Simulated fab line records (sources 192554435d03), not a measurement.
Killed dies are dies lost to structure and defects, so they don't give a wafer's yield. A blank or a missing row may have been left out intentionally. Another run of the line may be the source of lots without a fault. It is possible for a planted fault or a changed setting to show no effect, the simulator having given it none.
Struck lot and sound lot, side by side / flow n5 finfet / 36 out of 1938 route steps
Sound: wafers L864.2, L864.3, L864.5. Struck: wafer L865.1 (left out: L865.4, L865.5 of the same lot, which were not struck); the cause appears at the end.
For every step that has rows: the tool of each side, followed by ch and its chambers, followed by its first start. Under that, the readings that differ: sound wafers / struck wafers / difference of the means / sigmas: that difference in standard deviations of wafers without a fault.
alike: readings with means less than 2 such deviations apart, plus words and numbers identical on both sides. not compared: withheld readings, readings lacking a value on some wafer, bounds such as >300 that could conceal the same value, and numbers that have no deviation in the record and whose values overlap.
The two part at a step that has a row with sigmas, a row that says differs or no value, or rows on one side only. Numbers that have no deviation but don't overlap get no sigmas and don't part them. A reading that every wafer of one side lacks parts them only if that side has two wafers or more.

first, 9 steps without rows for these wafers: N5_BEOL_M4_ANNEAL_95 (time 240 s); N5_BEOL_M4_SPUTTER_96 (material Cu, target thk 4.5 nm, time 8.29 s); N5_BEOL_M4_ECD_50 (material Cu, target thk 300 nm); N5_BEOL_M4_ANNEAL_51 (time 90 s); N5_BEOL_M4_CMP_52 (polishes, stops on SiOC, t overpolish 6.8 s, target thk 40 nm); N5_BEOL_M4_PRE_CLEAN_60 (time 15 s); N5_BEOL_M4_CO_CAP_55 (material Co, precursor CCTBA/H2, target thk 2 nm, time 102.1 s); N5_BEOL_M4_PRE_CLEAN_56 (time 15 s); N5_BEOL_M4_DEP_57 (deposits SiCN from 3MS/NH3, target thk 8 nm, time 14 s).
N5_BEOL_M4_RC_MEAS_101:
  sound on prober-01 ch 0, day 11 06:26; struck on prober-01 ch 0, day 11 09:58
reading=VT_N (mV); sound=248 248 251; struck=255; difference=+6; sigmas=+2
reading=VT_P (mV); sound=-247 -250 -249; struck=-257; difference=-8; sigmas=-2
  alike: DIBL_N, DIBL_P, IOFF_N, IOFF_P, ION_N, ION_P, SS_N, SS_P
then, 24 steps without rows for these wafers: N5_BEOL_M5_ILD_DEP_00 (deposits SiCOH lowk from DEMS/porogen, target thk 140.64 nm, time 25.9 s); N5_BEOL_M5_CURE_79 (cures SiCOH lowk, time 240 s); N5_BEOL_M5_PECVD_70 (deposits SiO2 from TEOS/O2, target thk 16 nm, time 18 s); N5_BEOL_M5_HM_DEP_02 (deposits TiN, target thk 20 nm); N5_BEOL_M5_COAT_59 (time 60 s, resist thk 60 nm); N5_BEOL_M5_COAT_60 (time 60 s, resist thk 12 nm); N5_BEOL_M5_COAT_71 (time 60 s, resist thk 5 nm); N5_BEOL_M5_COAT_05 (resist thk 30 nm); N5_BEOL_M5_EBR_07; N5_BEOL_M5_SOFTBAKE_06 (time 60 s); N5_BEOL_M5_EXPOSE_08 (exposes mask M5, target cd 28 nm); N5_BEOL_M5_PEB_09 (peb time 60 s); N5_BEOL_M5_DEVELOP_10 (develop time 30 s); N5_BEOL_M5_DESCUM_16 (chemistry O2, time 7 s); N5_BEOL_M5_ETCH_72 (etches underlayer in N2/H2, target depth 6.5 nm, time 5.2 s); N5_BEOL_M5_ETCH_61 (etches SiARC in CF4, target depth 15.6 nm, time 26 s); N5_BEOL_M5_ETCH_62 (etches SOC in N2/H2, target depth 75 nm, overetch 15 nm, time 112.5 s); N5_BEOL_M5_STRIP_63 (strips in N2/H2); N5_BEOL_M5_STRIP_73 (strips in N2/H2); N5_BEOL_M5_STRIP_64 (strips in CF4); N5_BEOL_M5_HM_OPEN_17 (chemistry Cl2/BCl3, target TiN, target depth 20 nm, overetch 6 nm); N5_BEOL_M5_STRIP_19 (strips in O2); N5_BEOL_M5_COAT_65 (time 60 s, resist thk 60 nm); N5_BEOL_M5_COAT_66 (time 60 s, resist thk 12 nm).
-- the record jumps here: 2 days lie between the struck wafers' starts before and after (it left off in module BEOL_M5 and takes up again in module BEOL_M10, whose first step shown is number 1509 of the route) --
N5_BEOL_M10_VIA_ETCH_34: etches SiCOH lowk in C4F6/O2, target depth 184.5 nm, time 69.2 s.
  sound on rie diel-06 ch 0,1, day 13 14:01; struck on rie diel-06 ch 2, day 13 17:19
reading=C4F6_flow_sccm (sccm); sound=10.04 10.03 10.03; struck=9.95; difference=-0.08; sigmas=-2
reading=oes product au (a.u.); sound=0.80 0.80 0.80; struck=0.66; difference=-0.14; sigmas=-2
reading=showerhead plenum p Torr (Torr); sound=2.76 2.98 2.76; struck=3.02; difference=+0.19; sigmas=+2
reading=model.etch.depth nm (nm); sound=186.2 186.3 186.5; struck=126.4; difference=-59.9; sigmas=
reading=model.SOC_of_BEOL_M10_COAT_63.thk nm (nm); sound=91.4 91.8 91.4; struck=94.2; difference=+2.7; sigmas=
  alike: drypump motor current A, rf vpp V, throttle valve pct
  not compared: rf hours counter h
-- here the record skips 2 days between the struck wafers' starts before and after, leaving off in module BEOL_M10 and picking up in module PASSIVATION (first step shown: number 1936 of the route) --
N5_PASSIVATION_PROBE_49:
  sound on prober-02 at day 16 02:32; struck on prober-01 at day 16 02:55
reading=defect limited yield (%); sound=91.0 91.4; struck=0; difference=-91; sigmas=-65
reading=killed_at_M4_up; sound=13 6; struck=1077; difference=+1068; sigmas=+99 or more
reading=killed at other; sound=7 5; struck=1; difference=-5; sigmas=-2
reading=killed dies; sound=106 102; struck=1180; difference=+1076; sigmas=+67
reading=killed on rim; sound=15 7; struck=152; difference=+141; sigmas=+32
reading=sort_bin_5_function (%); sound=4.9 5.1; struck=96.3; difference=+91.3; sigmas=+99 or more
reading=sort n pass; sound=1074 1078; struck=0; difference=-1076; sigmas=-67
reading=sort yield pct (%); sound=91.0 91.4; struck=0; difference=-91; sigmas=-65
  alike: killed_at_M0_to_M3, killed at contacts, killed at front end, killed open, killed short, sort_bin_6_memory

## WHERE THEY PART
At N5_BEOL_M4_RC_MEAS_101 first; at N5_PASSIVATION_PROBE_49 last (within this record only).

WHY: what had been put in by the simulator
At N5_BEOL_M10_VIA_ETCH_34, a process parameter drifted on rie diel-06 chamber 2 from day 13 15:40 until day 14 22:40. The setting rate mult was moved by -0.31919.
